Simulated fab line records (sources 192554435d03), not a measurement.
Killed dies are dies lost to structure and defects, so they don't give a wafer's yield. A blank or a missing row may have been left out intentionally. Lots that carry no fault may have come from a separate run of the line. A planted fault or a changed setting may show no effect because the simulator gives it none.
Matching of chambers | flow n5Finfet | rieDiel-06 running N5_BEOL_M6_DESCUM_16: 4 sister chambers
The step chemistry O2, time 7.9 s. 8 wafers are shown with their chamber, then 10 later ones without.

== WAFERS, EACH WITH ITS CHAMBER ==
wafer  | chamber | drypumpMotorCurrentA (A) | throttleValvePct (%)
L084.3 | 0       | 6.2                      | 20.63
L083.4 | 2       | 5.7                      | 20.30
L083.5 | 2       | 5.7                      | 20.28
L085.3 | 1       | 6.5                      | 20.72
L085.5 | 0       | 6.2                      | 20.64
L085.6 | 3       | 5.4                      | 20.76
L089.1 | 3       | 5.3                      | 20.78
L089.2 | 1       | 6.5                      | 20.74

== WAFERS WHOSE CHAMBER IS MISSING ==
wafer  | drypumpMotorCurrentA (A) | throttleValvePct (%)
L089.6 | 5.7                      | 20.29
L092.2 | 5.4                      | 20.78
L092.3 | 5.7                      | 20.31
L092.6 | 5.7                      | 20.30
L090.1 | 6.2                      | 20.66
L090.4 | 5.4                      | 20.79
L090.5 | 5.7                      | 20.32
L093.2 | 6.5                      | 20.75
L093.5 | 6.2                      | 20.67
L093.6 | 5.7                      | 20.33

== EACH ONE'S CHAMBER ==
wafer  | from the rows above | in truth
L089.6 | 2                   | 2
L092.2 | 3                   | 3
L092.3 | 2                   | 2
L092.6 | 2                   | 2
L090.1 | 0                   | 0
L090.4 | 3                   | 3
L090.5 | 2                   | 2
L093.2 | 1                   | 1
L093.5 | 0                   | 0
L093.6 | 2                   | 2
10 of 10 placed correctly. Not placeable from these rows: 0. Placed wrongly: 0.
How it was worked out, from the rows above alone: a wafer's distance from a chamber is the root of the sum, over the readings, of the square of ((its reading less the chamber's mean) divided by the reading's scatter). The wafer belongs to the nearest chamber; if the next one is less than 2 further off, it can't be placed. A chamber's mean is the mean of its shown wafers. The scatter: the root of (the sum of the squares of (reading less its chamber's mean) over the shown wafers, divided by (wafers less chambers)).
